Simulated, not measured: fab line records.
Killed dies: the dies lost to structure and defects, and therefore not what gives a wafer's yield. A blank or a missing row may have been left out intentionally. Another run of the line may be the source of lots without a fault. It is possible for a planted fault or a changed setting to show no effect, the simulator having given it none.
What tool caused it? :: flow n5Finfet :: 22 lots with 66 wafers sampled at 4 steps, on a route of 1938 steps

WHAT EACH GAUGE READ, for each wafer
N5_BEOL_M3_CD_MEAS_35: target cd 18 nm, target cd y 21 nm. Usual: 17.7 nm for cdNm, sd 0.43.
lot: L074
measured: day 7 11:40
on: cdSem-01
cdNm (nm): 17.5 17.7 17.9
flag: 

lot: L075
measured: day 7 14:04
on: cdSem-01
cdNm (nm): 18.0 18.9 18.1
flag: 

lot: L076
measured: day 7 15:38
on: cdSem-01
cdNm (nm): 17.2 17.2 17.3
flag: 

lot: L077
measured: day 7 22:02
on: cdSem-02
cdNm (nm): 17.2 17.3 18.4
flag: 

lot: L078
measured: day 8 01:27
on: cdSem-02
cdNm (nm): 17.6 17.7 17.9
flag: 

lot: L079
measured: day 8 11:36
on: cdSem-02
cdNm (nm): 17.8 17.2 17.3
flag: 

lot: L080
measured: day 9 03:02
on: cdSem-01
cdNm (nm): 16.9 17.7 17.5
flag: 

lot: L081
measured: day 8 22:06
on: cdSem-02
cdNm (nm): 17.9 17.5 17.7
flag: 

lot: L082
measured: day 9 06:47
on: cdSem-02
cdNm (nm): 18.2 18.0 17.2
flag: 

lot: L083
measured: day 9 06:46
on: cdSem-01
cdNm (nm): 18.3 18.0 17.9
flag: 

lot: L086
measured: day 10 04:42
on: cdSem-03
cdNm (nm): 18.0 18.1 17.9
flag: 

lot: L087
measured: day 10 09:13
on: cdSem-01
cdNm (nm): 17.9 18.0 18.0
flag: 

lot: L088
measured: day 10 21:31
on: cdSem-01
cdNm (nm): 18.0 18.1 18.4
flag: 

lot: L089
measured: day 11 00:29
on: cdSem-03
cdNm (nm): 18.0 18.0 17.6
flag: 

lot: L090
measured: day 11 01:19
on: cdSem-03
cdNm (nm): 17.8 17.9 17.4
flag: 

lot: L091
measured: day 11 17:53
on: cdSem-02
cdNm (nm): 17.5 17.9 17.1
flag: 

lot: L093
measured: day 11 20:50
on: cdSem-02
cdNm (nm): 17.6 17.3 17.2
flag: 

lot: L092
measured: day 12 05:09
on: cdSem-01
cdNm (nm): 17.9 17.3 17.0
flag: 

lot: L094
measured: day 12 05:09
on: cdSem-03
cdNm (nm): 18.0 17.0 17.3
flag: 

lot: L095
measured: day 12 05:17
on: cdSem-02
cdNm (nm): 17.6 18.3 17.3
flag: 

lot: L096
measured: day 12 12:07
on: cdSem-02
cdNm (nm): 18.3 18.5 17.5
flag: 

lot: L097
measured: day 13 10:28
on: cdSem-01
cdNm (nm): 17.5 17.8 17.4
flag: 

TOOL THAT RAN EACH LOT (tool first, then ch and the chambers of the sampled wafers, then the start)
lot: L074
N5_BEOL_M3_ETCH_63: rieDiel-01 ch 1,2,3, day 7 02:50
N5_BEOL_M3_STRIP_36: rieDiel-01 ch 0,2, day 7 11:19
N5_BEOL_M3_ETCH_41: rieDiel-01 ch 0,2, day 7 11:40 or earlier

lot: L075
N5_BEOL_M3_ETCH_63: rieDiel-06 ch 2,3, day 7 07:38
N5_BEOL_M3_STRIP_36: rieDiel-06 ch 1,3, day 7 13:43
N5_BEOL_M3_ETCH_41: rieDiel-06 ch 1,3, day 7 14:04 or earlier

lot: L076
N5_BEOL_M3_ETCH_63: rieDiel-01 ch 1,2, day 7 12:34
N5_BEOL_M3_STRIP_36: rieDiel-01 ch 0,2,3, day 7 15:17
N5_BEOL_M3_ETCH_41: rieDiel-01 ch 0,2,3, day 7 15:38 or earlier

lot: L077
N5_BEOL_M3_ETCH_63: rieDiel-06 ch 1,2,3, day 7 16:11
N5_BEOL_M3_STRIP_36: rieDiel-01 ch 0,2,3, day 7 21:41
N5_BEOL_M3_ETCH_41: rieDiel-01 ch 0,2,3, day 7 22:02 or earlier

lot: L078
N5_BEOL_M3_ETCH_63: rieDiel-06 ch 1,2,3, day 7 16:40
N5_BEOL_M3_STRIP_36: rieDiel-02 ch 0,1,3, day 8 01:06
N5_BEOL_M3_ETCH_41: rieDiel-02 ch 0,1,3, day 8 01:27 or earlier

lot: L079
N5_BEOL_M3_ETCH_63: rieDiel-01 ch 1,2,3, day 8 09:17
N5_BEOL_M3_STRIP_36: rieDiel-01 ch 1,2, day 8 11:15
N5_BEOL_M3_ETCH_41: rieDiel-01 ch 1,2, day 8 11:36 or earlier

lot: L080
N5_BEOL_M3_ETCH_63: rieDiel-02 ch 0,3, day 8 13:36
N5_BEOL_M3_STRIP_36: rieDiel-01 ch 1,2,3, day 9 02:41
N5_BEOL_M3_ETCH_41: rieDiel-01 ch 1,2,3, day 9 03:02 or earlier

lot: L081
N5_BEOL_M3_ETCH_63: rieDiel-06 ch 1,2, day 8 17:31
N5_BEOL_M3_STRIP_36: rieDiel-02 ch 0,2,3, day 8 21:45
N5_BEOL_M3_ETCH_41: rieDiel-02 ch 0,2,3, day 8 22:06 or earlier

lot: L082
N5_BEOL_M3_ETCH_63: rieDiel-06 ch 0,1,3, day 8 23:04
N5_BEOL_M3_STRIP_36: rieDiel-02 ch 0,2, day 9 06:25
N5_BEOL_M3_ETCH_41: rieDiel-02 ch 0,2, day 9 06:47 or earlier

lot: L083
N5_BEOL_M3_ETCH_63: rieDiel-06 ch 0,3, day 8 23:28
N5_BEOL_M3_STRIP_36: rieDiel-01 ch 1,2, day 9 06:25
N5_BEOL_M3_ETCH_41: rieDiel-01 ch 1,2, day 9 06:46 or earlier

lot: L086
N5_BEOL_M3_ETCH_63: rieDiel-06 ch 1,2, day 10 01:05
N5_BEOL_M3_STRIP_36: rieDiel-06 ch 0,2,3, day 10 04:21
N5_BEOL_M3_ETCH_41: rieDiel-06 ch 0,2,3, day 10 04:42 or earlier

lot: L087
N5_BEOL_M3_ETCH_63: rieDiel-01 ch 0,1, day 10 04:50
N5_BEOL_M3_STRIP_36: rieDiel-06 ch 1,3, day 10 08:52
N5_BEOL_M3_ETCH_41: rieDiel-06 ch 1,3, day 10 09:13 or earlier

lot: L088
N5_BEOL_M3_ETCH_63: rieDiel-06 ch 0,1,2, day 10 16:28
N5_BEOL_M3_STRIP_36: rieDiel-01 ch 1,2,3, day 10 21:10
N5_BEOL_M3_ETCH_41: rieDiel-01 ch 1,2,3, day 10 21:31 or earlier

lot: L089
N5_BEOL_M3_ETCH_63: rieDiel-06 ch 0,2, day 10 17:23
N5_BEOL_M3_STRIP_36: rieDiel-01 ch 1,3, day 11 00:08
N5_BEOL_M3_ETCH_41: rieDiel-01 ch 1,3, day 11 00:29 or earlier

lot: L090
N5_BEOL_M3_ETCH_63: rieDiel-01 ch 0,1, day 10 19:01
N5_BEOL_M3_STRIP_36: rieDiel-06 ch 0,2,3, day 11 00:59
N5_BEOL_M3_ETCH_41: rieDiel-06 ch 0,2,3, day 11 01:19 or earlier

lot: L091
N5_BEOL_M3_ETCH_63: rieDiel-02 ch 1,3, day 11 15:55
N5_BEOL_M3_STRIP_36: rieDiel-02 ch 1,2, day 11 17:32
N5_BEOL_M3_ETCH_41: rieDiel-02 ch 1,2, day 11 17:53 or earlier

lot: L093
N5_BEOL_M3_ETCH_63: rieDiel-06 ch 0,1,3, day 11 18:12
N5_BEOL_M3_STRIP_36: rieDiel-02 ch 0,2,3, day 11 20:29
N5_BEOL_M3_ETCH_41: rieDiel-02 ch 0,2,3, day 11 20:50 or earlier

lot: L092
N5_BEOL_M3_ETCH_63: rieDiel-02 ch 0,2, day 11 21:54
N5_BEOL_M3_STRIP_36: rieDiel-01 ch 0,2,3, day 12 04:48
N5_BEOL_M3_ETCH_41: rieDiel-01 ch 0,2,3, day 12 05:09 or earlier

lot: L094
N5_BEOL_M3_ETCH_63: rieDiel-02 ch 0,2,3, day 11 22:20
N5_BEOL_M3_STRIP_36: rieDiel-06 ch 1,3, day 12 04:48
N5_BEOL_M3_ETCH_41: rieDiel-06 ch 1,3, day 12 05:09 or earlier

lot: L095
N5_BEOL_M3_ETCH_63: rieDiel-02 ch 0,1,2, day 12 00:08
N5_BEOL_M3_STRIP_36: rieDiel-02 ch 1,2,3, day 12 04:56
N5_BEOL_M3_ETCH_41: rieDiel-02 ch 1,2,3, day 12 05:17 or earlier

lot: L096
N5_BEOL_M3_ETCH_63: rieDiel-01 ch 0,1,2, day 12 08:50
N5_BEOL_M3_STRIP_36: rieDiel-06 ch 1,2,3, day 12 11:46
N5_BEOL_M3_ETCH_41: rieDiel-06 ch 1,2,3, day 12 12:07 or earlier

lot: L097
N5_BEOL_M3_ETCH_63: rieDiel-02 ch 0,2, day 13 07:31
N5_BEOL_M3_STRIP_36: rieDiel-02 ch 0,1,2, day 13 10:07
N5_BEOL_M3_ETCH_41: rieDiel-02 ch 0,1,2, day 13 10:28 or earlier
- N5_BEOL_M3_ETCH_63: etches SiARC in CF4, target depth 15.6 nm, time 26 s.
- N5_BEOL_M3_STRIP_36: strips in N2/H2.
- N5_BEOL_M3_ETCH_41: etches SiCN in CH3F/O2, target depth 29.9 nm, time 52.5 s.

AS READ BY THE TOOLS THEMSELVES (means over the sampled wafers that have a number; for cases with no such wafer, the mark the record gives instead)
N5_BEOL_M3_ETCH_63. Usual: for drypumpMotorCurrentA, 5.9 A with a standard deviation of 0.45; for etchRfOnTimeS, 26.8 s with a standard deviation of 0.68; for mfcArSccm, 100.0 sccm with a standard deviation of 0.3; for oesProductAu, 0.65 a.u. with a standard deviation of 0.073; for rfVppV, 183.9 V with a standard deviation of 1.3; for showerheadPlenumPTorr, 2.12 Torr with a standard deviation of 0.069; for throttleValvePct, 15.58 % with a standard deviation of 0.28.
lot: L074
tool: rieDiel-01
drypumpMotorCurrentA (A): 5.6
etchRfOnTimeS (s): 26.8
mfcArSccm (sccm): 99.9
oesProductAu (a.u.): 0.60
rfVppV (V): 184.6
showerheadPlenumPTorr (Torr): 2.10
throttleValvePct (%): 15.67
flag: 

lot: L075
tool: rieDiel-06
drypumpMotorCurrentA (A): 5.9
etchRfOnTimeS (s): 27.6
mfcArSccm (sccm): 99.8
oesProductAu (a.u.): 0.71
rfVppV (V): 183.1
showerheadPlenumPTorr (Torr): 2.09
throttleValvePct (%): 15.61
flag: 

lot: L076
tool: rieDiel-01
drypumpMotorCurrentA (A): 5.5
etchRfOnTimeS (s): 26.1
mfcArSccm (sccm): 100.0
oesProductAu (a.u.): 0.63
rfVppV (V): 184.2
showerheadPlenumPTorr (Torr): 2.16
throttleValvePct (%): 15.73
flag: 

lot: L077
tool: rieDiel-06
drypumpMotorCurrentA (A): 6.1
etchRfOnTimeS (s): 27.0
mfcArSccm (sccm): 100.2
oesProductAu (a.u.): 0.71
rfVppV (V): 183.5
showerheadPlenumPTorr (Torr): 2.08
throttleValvePct (%): 15.57
flag: 

lot: L078
tool: rieDiel-06
drypumpMotorCurrentA (A): 6.1
etchRfOnTimeS (s): 26.7
mfcArSccm (sccm): 99.9
oesProductAu (a.u.): 0.71
rfVppV (V): 182.9
showerheadPlenumPTorr (Torr): 2.08
throttleValvePct (%): 15.56
flag: 

lot: L079
tool: rieDiel-01
drypumpMotorCurrentA (A): 5.6
etchRfOnTimeS (s): 26.7
mfcArSccm (sccm): 100.0
oesProductAu (a.u.): 0.60
rfVppV (V): 184.5
showerheadPlenumPTorr (Torr): 2.10
throttleValvePct (%): 15.70
flag: 

lot: L080
tool: rieDiel-02
drypumpMotorCurrentA (A): 5.9
etchRfOnTimeS (s): 27.4
mfcArSccm (sccm): 100.0
oesProductAu (a.u.): 0.59
rfVppV (V): 184.2
showerheadPlenumPTorr (Torr): 2.14
throttleValvePct (%): 15.66
flag: 

lot: L081
tool: rieDiel-06
drypumpMotorCurrentA (A): 6.3
etchRfOnTimeS (s): 26.9
mfcArSccm (sccm): 100.0
oesProductAu (a.u.): 0.70
rfVppV (V): 183.3
showerheadPlenumPTorr (Torr): 2.08
throttleValvePct (%): 15.54
flag: 

lot: L082
tool: rieDiel-06
drypumpMotorCurrentA (A): 6.3
etchRfOnTimeS (s): 26.8
mfcArSccm (sccm): 99.9
oesProductAu (a.u.): 0.70
rfVppV (V): 184.0
showerheadPlenumPTorr (Torr): 2.13
throttleValvePct (%): 15.45
flag: 

lot: L083
tool: rieDiel-06
drypumpMotorCurrentA (A): 6.1
etchRfOnTimeS (s): 27.4
mfcArSccm (sccm): 99.7
oesProductAu (a.u.): 0.69
rfVppV (V): 184.6
showerheadPlenumPTorr (Torr): 2.13
throttleValvePct (%): 15.51
flag: 

lot: L086
tool: rieDiel-06
drypumpMotorCurrentA (A): 6.4
etchRfOnTimeS (s): 27.0
mfcArSccm (sccm): 99.9
oesProductAu (a.u.): 0.69
rfVppV (V): 183.6
showerheadPlenumPTorr (Torr): 2.08
throttleValvePct (%): 15.56
flag: 

lot: L087
tool: rieDiel-01
drypumpMotorCurrentA (A): 5.6
etchRfOnTimeS (s): 26.4
mfcArSccm (sccm): 100.1
oesProductAu (a.u.): 0.69
rfVppV (V): 184.6
showerheadPlenumPTorr (Torr): 2.18
throttleValvePct (%): 15.31
flag: 

lot: L088
tool: rieDiel-06
drypumpMotorCurrentA (A): 6.5
etchRfOnTimeS (s): 26.8
mfcArSccm (sccm): 100.0
oesProductAu (a.u.): 0.64
rfVppV (V): 183.7
showerheadPlenumPTorr (Torr): 2.10
throttleValvePct (%): 15.68
flag: 

lot: L089
tool: rieDiel-06
drypumpMotorCurrentA (A): 6.6
etchRfOnTimeS (s): 27.3
mfcArSccm (sccm): 100.3
oesProductAu (a.u.): 0.59
rfVppV (V): 184.7
showerheadPlenumPTorr (Torr): 2.14
throttleValvePct (%): 15.79
flag: 

lot: L090
tool: rieDiel-01
drypumpMotorCurrentA (A): 5.6
etchRfOnTimeS (s): 26.0
mfcArSccm (sccm): 100.1
oesProductAu (a.u.): 0.70
rfVppV (V): 184.4
showerheadPlenumPTorr (Torr): 2.18
throttleValvePct (%): 15.31
flag: 

lot: L091
tool: rieDiel-02
drypumpMotorCurrentA (A): 6.0
etchRfOnTimeS (s): 26.1
mfcArSccm (sccm): 100.4
oesProductAu (a.u.): 0.64
rfVppV (V): 183.8
showerheadPlenumPTorr (Torr): 2.11
throttleValvePct (%): 15.65
flag: 

lot: L093
tool: rieDiel-06
drypumpMotorCurrentA (A): 6.3
etchRfOnTimeS (s): 27.5
mfcArSccm (sccm): 99.9
oesProductAu (a.u.): 0.67
rfVppV (V): 184.3
showerheadPlenumPTorr (Torr): 2.12
throttleValvePct (%): 15.50
flag: 

lot: L092
tool: rieDiel-02
drypumpMotorCurrentA (A): 5.6
etchRfOnTimeS (s): 27.5
mfcArSccm (sccm): 99.6
oesProductAu (a.u.): 0.60
rfVppV (V): 184.2
showerheadPlenumPTorr (Torr): 2.17
throttleValvePct (%): 15.61
flag: 

lot: L094
tool: rieDiel-02
drypumpMotorCurrentA (A): 5.7
etchRfOnTimeS (s): 27.1
mfcArSccm (sccm): 100.1
oesProductAu (a.u.): 0.61
rfVppV (V): 184.5
showerheadPlenumPTorr (Torr): 2.12
throttleValvePct (%): 15.72
flag: 

lot: L095
tool: rieDiel-02
drypumpMotorCurrentA (A): 5.5
etchRfOnTimeS (s): 27.2
mfcArSccm (sccm): 99.9
oesProductAu (a.u.): 0.65
rfVppV (V): 185.0
showerheadPlenumPTorr (Torr): 2.19
throttleValvePct (%): 15.47
flag: 

lot: L096
tool: rieDiel-01
drypumpMotorCurrentA (A): 5.5
etchRfOnTimeS (s): 26.1
mfcArSccm (sccm): 99.9
oesProductAu (a.u.): 0.64
rfVppV (V): 183.3
showerheadPlenumPTorr (Torr): 2.13
throttleValvePct (%): 15.56
flag: 

lot: L097
tool: rieDiel-02
drypumpMotorCurrentA (A): 5.6
etchRfOnTimeS (s): 28.1
mfcArSccm (sccm): 100.3
oesProductAu (a.u.): 0.58
rfVppV (V): 184.9
showerheadPlenumPTorr (Torr): 2.17
throttleValvePct (%): 15.64
flag: 

N5_BEOL_M3_STRIP_36. Usual: drypumpMotorCurrentA 5.8 A, standard deviation 0.44; n2FlowSccm 200.1 sccm, standard deviation 0.64; oesProductAu 0.76 a.u., standard deviation 0.079; rfVppV 58.9 V, standard deviation 1.5; showerheadPlenumPTorr 2.53 Torr, standard deviation 0.1; throttleValvePct 23.6 %, standard deviation 0.33.
lot: L074
tool: rieDiel-01
drypumpMotorCurrentA (A): 5.5
n2FlowSccm (sccm): 200.0
oesProductAu (a.u.): 0.78
rfVppV (V): 59.9
showerheadPlenumPTorr (Torr): 2.47
throttleValvePct (%): 23.4
flag: 

lot: L075
tool: rieDiel-06
drypumpMotorCurrentA (A): 6.2
n2FlowSccm (sccm): 199.8
oesProductAu (a.u.): 0.92
rfVppV (V): 58.0
showerheadPlenumPTorr (Torr): 2.49
throttleValvePct (%): 23.6
flag: 

lot: L076
tool: rieDiel-01
drypumpMotorCurrentA (A): 5.7
n2FlowSccm (sccm): 199.9
oesProductAu (a.u.): 0.77
rfVppV (V): 58.1
showerheadPlenumPTorr (Torr): 2.47
throttleValvePct (%): 23.4
flag: 

lot: L077
tool: rieDiel-01
drypumpMotorCurrentA (A): 5.7
n2FlowSccm (sccm): 200.2
oesProductAu (a.u.): 0.76
rfVppV (V): 59.0
showerheadPlenumPTorr (Torr): 2.47
throttleValvePct (%): 23.4
flag: 

lot: L078
tool: rieDiel-02
drypumpMotorCurrentA (A): 5.9
n2FlowSccm (sccm): 200.9
oesProductAu (a.u.): 0.77
rfVppV (V): 58.1
showerheadPlenumPTorr (Torr): 2.59
throttleValvePct (%): 23.6
flag: 

lot: L079
tool: rieDiel-01
drypumpMotorCurrentA (A): 5.5
n2FlowSccm (sccm): 199.1
oesProductAu (a.u.): 0.73
rfVppV (V): 59.0
showerheadPlenumPTorr (Torr): 2.48
throttleValvePct (%): 23.8
flag: 

lot: L080
tool: rieDiel-01
drypumpMotorCurrentA (A): 5.6
n2FlowSccm (sccm): 199.7
oesProductAu (a.u.): 0.71
rfVppV (V): 58.9
showerheadPlenumPTorr (Torr): 2.48
throttleValvePct (%): 23.7
flag: 

lot: L081
tool: rieDiel-02
drypumpMotorCurrentA (A): 5.7
n2FlowSccm (sccm): 200.4
oesProductAu (a.u.): 0.74
rfVppV (V): 59.4
showerheadPlenumPTorr (Torr): 2.53
throttleValvePct (%): 23.7
flag: 

lot: L082
tool: rieDiel-02
drypumpMotorCurrentA (A): 5.3
n2FlowSccm (sccm): 199.8
oesProductAu (a.u.): 0.77
rfVppV (V): 59.7
showerheadPlenumPTorr (Torr): 2.57
throttleValvePct (%): 23.6
flag: 

lot: L083
tool: rieDiel-01
drypumpMotorCurrentA (A): 5.5
n2FlowSccm (sccm): 199.8
oesProductAu (a.u.): 0.73
rfVppV (V): 60.2
showerheadPlenumPTorr (Torr): 2.48
throttleValvePct (%): 23.8
flag: 

lot: L086
tool: rieDiel-06
drypumpMotorCurrentA (A): 6.2
n2FlowSccm (sccm): 200.1
oesProductAu (a.u.): 0.76
rfVppV (V): 59.1
showerheadPlenumPTorr (Torr): 2.51
throttleValvePct (%): 23.9
flag: 

lot: L087
tool: rieDiel-06
drypumpMotorCurrentA (A): 6.0
n2FlowSccm (sccm): 200.2
oesProductAu (a.u.): 0.87
rfVppV (V): 58.9
showerheadPlenumPTorr (Torr): 2.48
throttleValvePct (%): 23.7
flag: 

lot: L088
tool: rieDiel-01
drypumpMotorCurrentA (A): 5.6
n2FlowSccm (sccm): 200.4
oesProductAu (a.u.): 0.69
rfVppV (V): 60.5
showerheadPlenumPTorr (Torr): 2.47
throttleValvePct (%): 23.7
flag: 

lot: L089
tool: rieDiel-01
drypumpMotorCurrentA (A): 5.7
n2FlowSccm (sccm): 200.2
oesProductAu (a.u.): 0.69
rfVppV (V): 57.7
showerheadPlenumPTorr (Torr): 2.55
throttleValvePct (%): 23.8
flag: 

lot: L090
tool: rieDiel-06
drypumpMotorCurrentA (A): 6.2
n2FlowSccm (sccm): 199.5
oesProductAu (a.u.): 0.75
rfVppV (V): 59.4
showerheadPlenumPTorr (Torr): 2.51
throttleValvePct (%): 23.9
flag: 

lot: L091
tool: rieDiel-02
drypumpMotorCurrentA (A): 5.5
n2FlowSccm (sccm): 200.2
oesProductAu (a.u.): 0.83
rfVppV (V): 59.9
showerheadPlenumPTorr (Torr): 2.64
throttleValvePct (%): 23.3
flag: 

lot: L093
tool: rieDiel-02
drypumpMotorCurrentA (A): 5.7
n2FlowSccm (sccm): 200.1
oesProductAu (a.u.): 0.73
rfVppV (V): 58.8
showerheadPlenumPTorr (Torr): 2.52
throttleValvePct (%): 23.7
flag: 

lot: L092
tool: rieDiel-01
drypumpMotorCurrentA (A): 5.7
n2FlowSccm (sccm): 199.8
oesProductAu (a.u.): 0.73
rfVppV (V): 58.4
showerheadPlenumPTorr (Torr): 2.46
throttleValvePct (%): 23.4
flag: 

lot: L094
tool: rieDiel-06
drypumpMotorCurrentA (A): 6.0
n2FlowSccm (sccm): 200.3
oesProductAu (a.u.): 0.86
rfVppV (V): 58.1
showerheadPlenumPTorr (Torr): 2.47
throttleValvePct (%): 23.7
flag: 

lot: L095
tool: rieDiel-02
drypumpMotorCurrentA (A): 5.7
n2FlowSccm (sccm): 200.0
oesProductAu (a.u.): 0.77
rfVppV (V): 58.9
showerheadPlenumPTorr (Torr): 2.54
throttleValvePct (%): 23.5
flag: 

lot: L096
tool: rieDiel-06
drypumpMotorCurrentA (A): 6.1
n2FlowSccm (sccm): 200.4
oesProductAu (a.u.): 0.81
rfVppV (V): 59.2
showerheadPlenumPTorr (Torr): 2.46
throttleValvePct (%): 23.9
flag: 

lot: L097
tool: rieDiel-02
drypumpMotorCurrentA (A): 5.6
n2FlowSccm (sccm): 199.9
oesProductAu (a.u.): 0.75
rfVppV (V): 60.1
showerheadPlenumPTorr (Torr): 2.61
throttleValvePct (%): 23.5
flag: 

N5_BEOL_M3_ETCH_41. Usual: drypumpMotorCurrentA 5.8 A, standard deviation 0.43; mfcArSccm 150.0 sccm, standard deviation 0.44; oesProductAu 0.76 a.u., standard deviation 0.081; rfVppV 297.3 V, standard deviation 1.8; showerheadPlenumPTorr 1.99 Torr, standard deviation 0.08; throttleValvePct 16.29 %, standard deviation 0.25.
lot: L074
tool: rieDiel-01
drypumpMotorCurrentA (A): 5.5
mfcArSccm (sccm): 149.5
oesProductAu (a.u.): 0.79
rfVppV (V): 296.1
showerheadPlenumPTorr (Torr): 1.95
throttleValvePct (%): 16.12
flag: 

lot: L075
tool: rieDiel-06
drypumpMotorCurrentA (A): 6.3
mfcArSccm (sccm): 150.1
oesProductAu (a.u.): 0.90
rfVppV (V): 296.7
showerheadPlenumPTorr (Torr): 1.97
throttleValvePct (%): 16.09
flag: 

lot: L076
tool: rieDiel-01
drypumpMotorCurrentA (A): 5.7
mfcArSccm (sccm): 149.8
oesProductAu (a.u.): 0.77
rfVppV (V): 296.8
showerheadPlenumPTorr (Torr): 1.94
throttleValvePct (%): 16.12
flag: 

lot: L077
tool: rieDiel-01
drypumpMotorCurrentA (A): 5.7
mfcArSccm (sccm): 149.9
oesProductAu (a.u.): 0.77
rfVppV (V): 296.6
showerheadPlenumPTorr (Torr): 1.94
throttleValvePct (%): 16.12
flag: 

lot: L078
tool: rieDiel-02
drypumpMotorCurrentA (A): 5.9
mfcArSccm (sccm): 150.0
oesProductAu (a.u.): 0.76
rfVppV (V): 297.9
showerheadPlenumPTorr (Torr): 2.03
throttleValvePct (%): 16.24
flag: 

lot: L079
tool: rieDiel-01
drypumpMotorCurrentA (A): 5.4
mfcArSccm (sccm): 149.9
oesProductAu (a.u.): 0.73
rfVppV (V): 296.3
showerheadPlenumPTorr (Torr): 1.96
throttleValvePct (%): 16.35
flag: 

lot: L080
tool: rieDiel-01
drypumpMotorCurrentA (A): 5.6
mfcArSccm (sccm): 150.2
oesProductAu (a.u.): 0.71
rfVppV (V): 296.1
showerheadPlenumPTorr (Torr): 1.95
throttleValvePct (%): 16.35
flag: 

lot: L081
tool: rieDiel-02
drypumpMotorCurrentA (A): 5.7
mfcArSccm (sccm): 149.5
oesProductAu (a.u.): 0.72
rfVppV (V): 297.1
showerheadPlenumPTorr (Torr): 2.00
throttleValvePct (%): 16.40
flag: 

lot: L082
tool: rieDiel-02
drypumpMotorCurrentA (A): 5.3
mfcArSccm (sccm): 149.7
oesProductAu (a.u.): 0.74
rfVppV (V): 298.0
showerheadPlenumPTorr (Torr): 2.03
throttleValvePct (%): 16.33
flag: 

lot: L083
tool: rieDiel-01
drypumpMotorCurrentA (A): 5.4
mfcArSccm (sccm): 149.9
oesProductAu (a.u.): 0.72
rfVppV (V): 296.7
showerheadPlenumPTorr (Torr): 1.95
throttleValvePct (%): 16.37
flag: 

lot: L086
tool: rieDiel-06
drypumpMotorCurrentA (A): 6.2
mfcArSccm (sccm): 149.9
oesProductAu (a.u.): 0.75
rfVppV (V): 297.0
showerheadPlenumPTorr (Torr): 1.97
throttleValvePct (%): 16.45
flag: 

lot: L087
tool: rieDiel-06
drypumpMotorCurrentA (A): 6.0
mfcArSccm (sccm): 150.4
oesProductAu (a.u.): 0.86
rfVppV (V): 296.8
showerheadPlenumPTorr (Torr): 1.96
throttleValvePct (%): 16.16
flag: 

lot: L088
tool: rieDiel-01
drypumpMotorCurrentA (A): 5.7
mfcArSccm (sccm): 150.2
oesProductAu (a.u.): 0.69
rfVppV (V): 297.0
showerheadPlenumPTorr (Torr): 1.94
throttleValvePct (%): 16.37
flag: 

lot: L089
tool: rieDiel-01
drypumpMotorCurrentA (A): 5.7
mfcArSccm (sccm): 150.6
oesProductAu (a.u.): 0.69
rfVppV (V): 297.0
showerheadPlenumPTorr (Torr): 2.00
throttleValvePct (%): 16.44
flag: 

lot: L090
tool: rieDiel-06
drypumpMotorCurrentA (A): 6.2
mfcArSccm (sccm): 149.8
oesProductAu (a.u.): 0.74
rfVppV (V): 296.1
showerheadPlenumPTorr (Torr): 1.97
throttleValvePct (%): 16.46
flag: 

lot: L091
tool: rieDiel-02
drypumpMotorCurrentA (A): 5.5
mfcArSccm (sccm): 150.0
oesProductAu (a.u.): 0.82
rfVppV (V): 299.2
showerheadPlenumPTorr (Torr): 2.09
throttleValvePct (%): 16.08
flag: 

lot: L093
tool: rieDiel-02
drypumpMotorCurrentA (A): 5.7
mfcArSccm (sccm): 150.3
oesProductAu (a.u.): 0.71
rfVppV (V): 297.0
showerheadPlenumPTorr (Torr): 1.99
throttleValvePct (%): 16.45
flag: 

lot: L092
tool: rieDiel-01
drypumpMotorCurrentA (A): 5.7
mfcArSccm (sccm): 150.1
oesProductAu (a.u.): 0.73
rfVppV (V): 296.4
showerheadPlenumPTorr (Torr): 1.93
throttleValvePct (%): 16.17
flag: 

lot: L094
tool: rieDiel-06
drypumpMotorCurrentA (A): 6.0
mfcArSccm (sccm): 150.0
oesProductAu (a.u.): 0.84
rfVppV (V): 296.9
showerheadPlenumPTorr (Torr): 1.96
throttleValvePct (%): 16.20
flag: 

lot: L095
tool: rieDiel-02
drypumpMotorCurrentA (A): 5.7
mfcArSccm (sccm): 149.7
oesProductAu (a.u.): 0.76
rfVppV (V): 297.7
showerheadPlenumPTorr (Torr): 2.01
throttleValvePct (%): 16.33
flag: 

lot: L096
tool: rieDiel-06
drypumpMotorCurrentA (A): 6.1
mfcArSccm (sccm): 150.4
oesProductAu (a.u.): 0.79
rfVppV (V): 295.6
showerheadPlenumPTorr (Torr): 1.93
throttleValvePct (%): 16.38
flag: 

lot: L097
tool: rieDiel-02
drypumpMotorCurrentA (A): 5.6
mfcArSccm (sccm): 150.2
oesProductAu (a.u.): 0.75
rfVppV (V): 298.5
showerheadPlenumPTorr (Torr): 2.06
throttleValvePct (%): 16.22
flag: 

THE ANSWER, worked out from the rows above alone
Rule: a lot is off if the mean of its wafers that have a number lies more than 3 standard deviations from the usual mean. Also off: a lot with no number at a reading for which 4 or more lots have one. Any other lot the step has rows for is counted as sound. After the gauges, taken in route order, come the tools' own readings; for these a lot's mean is taken, as printed above. At the first step where some lot is off, the reading lying furthest off is the one used; lots without a number count as furthest.
No lot is off at any reading shown: from this, nothing can be told.

WHAT THE SIMULATOR HAD INSERTED
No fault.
